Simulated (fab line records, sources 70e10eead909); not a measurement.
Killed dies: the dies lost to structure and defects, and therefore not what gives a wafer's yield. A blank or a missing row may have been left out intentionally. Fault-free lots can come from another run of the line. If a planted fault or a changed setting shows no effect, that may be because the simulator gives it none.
A lot that was struck, set against a sound lot + flow nandHarc + 15 out of 1302 route steps
Sound: these wafers, L385.2, L385.3, L385.6. Struck: wafer L397.2 (left out: L397.3, L397.4 of the same lot, which were not struck); the cause appears at the end.
Per side, at each step with rows, come the tool, then ch with its chambers, and then its first start. Under that, the readings that differ: sound wafers + struck wafers + difference of the means + sigmas: that difference in standard deviations of wafers without a fault.
alike: readings whose means differ by less than 2 such deviations, and words and numbers that are the same on both sides. not compared: withheld readings, readings that some wafer has no value for, bounds like >300 that may hide the same value, and numbers for which the record gives no deviation and whose values overlap.
The two part at a step that has a row with sigmas, a row that says differs or no value, or rows on one side only. Numbers that have no deviation but don't overlap get no sigmas and don't part them. Lack of a reading on every wafer of one side parts them only where that side has two or more wafers.

first, 4 steps without rows for these wafers: NHARC_A_BONDPAD_EBR_05; NHARC_A_BONDPAD_EXPOSE_06 (exposes mask A BPAD); NHARC_A_BONDPAD_PEB_07 (peb time 80 s); NHARC_A_BONDPAD_DEVELOP_08 (time 50 s).
NHARC_A_BONDPAD_CD_MEAS_09 targets a cd of 500 nm.
  sound on cdSem-03 ch 0, day 23 09:45; struck on cdSem-02 ch 0, day 29 04:16
  alike: cdNm
NHARC_A_BONDPAD_OVL_MEAS_35:
  sound on overlay-02 at day 23 09:50; struck on overlay-02 at day 29 04:21
| reading         | sound    | struck | difference | sigmas |
|-----------------|----------|--------|------------|--------|
| overlayXNm (nm) | -3 -3 -4 | 10     | +13        | +4     |
  alike: overlayYNm
then, 1 step without rows for these wafers: NHARC_A_BONDPAD_HARDBAKE_10 (time 65 s).
NHARC_A_BONDPAD_DESCUM_11: chemistry O2, time 3 s.
  sound on rieDiel-06 ch 0,2,3, day 23 09:59; struck on rieDiel-11 ch 3, day 29 04:29
| reading                      | sound          | struck | difference | sigmas |
|------------------------------|----------------|--------|------------|--------|
| mfcArSccm (sccm)             | 0 0 0          | 0.033  | +0.033     | +3     |
| showerheadPlenumPTorr (Torr) | 1.89 1.82 1.83 | 2.01   | +0.16      | +2     |
  alike: drypumpMotorCurrentA, oesProductAu, rfVppV, throttleValvePct
  not compared: rfHoursCounterH
NHARC_A_BONDPAD_ETCH_34: etches the open film in N2/H2, target depth 60 nm, overetch 18 nm, time 65.91 s.
  sound on rieDiel-06 ch 2,3, day 23 10:03; struck on rieDiel-11 ch 1, day 29 04:34
  alike: drypumpMotorCurrentA, mfcArSccm, oesProductAu, rfVppV, showerheadPlenumPTorr, throttleValvePct
  not compared: rfHoursCounterH
NHARC_A_BONDPAD_ETCH_12: etches the open film in CHF3/O2, target depth 220 nm, time 110 s.
  sound on rieDiel-06 ch 2,3; struck on rieDiel-11 ch 2
| reading             | sound             | struck | difference | sigmas |
|---------------------|-------------------|--------|------------|--------|
| oesProductAu (a.u.) | 0.909 0.899 0.902 | 0.963  | +0.060     | +3     |
  alike: drypumpMotorCurrentA, mfcArSccm, rfVppV, showerheadPlenumPTorr, throttleValvePct
  not compared: rfHoursCounterH
NHARC_A_BONDPAD_CD_MEAS_13:
  sound on cdSem-02 at day 23 10:17; struck on cdSem-01 at day 29 04:47
  alike: cdNm
NHARC_A_BONDPAD_STRIP_15: strips in O2.
  sound on rieDiel-06 ch 1,2, day 23 10:21; struck on rieDiel-11 ch 3, day 29 04:53
| reading                      | sound          | struck | difference | sigmas |
|------------------------------|----------------|--------|------------|--------|
| showerheadPlenumPTorr (Torr) | 3.44 3.39 3.44 | 3.69   | +0.27      | +2     |
  alike: drypumpMotorCurrentA, mfcArSccm, oesProductAu, rfVppV, throttleValvePct
  not compared: rfHoursCounterH
NHARC_A_BONDPAD_ETCH_24: etches the open film in CF4/N2, target depth 30 nm, time 72.99 s.
  sound on rieDiel-06 ch 1,2,3, day 23 10:31; struck on rieDiel-11 ch 0, day 29 05:01
| reading             | sound             | struck | difference | sigmas |
|---------------------|-------------------|--------|------------|--------|
| oesProductAu (a.u.) | 0.964 0.972 0.975 | 0.865  | -0.105     | -8     |
  alike: drypumpMotorCurrentA, mfcArSccm, rfVppV, showerheadPlenumPTorr, throttleValvePct
  not compared: rfHoursCounterH
then, 2 steps without rows for these wafers: NHARC_A_BONDPAD_STRIP_16 (strips in post etch residue remover, time 600 s); NHARC_END_SORT_01.

## WHERE THEY PART
Last at NHARC_A_BONDPAD_ETCH_24 as far as this record goes, first at NHARC_A_BONDPAD_OVL_MEAS_35.

WHY: the cause the simulator had injected
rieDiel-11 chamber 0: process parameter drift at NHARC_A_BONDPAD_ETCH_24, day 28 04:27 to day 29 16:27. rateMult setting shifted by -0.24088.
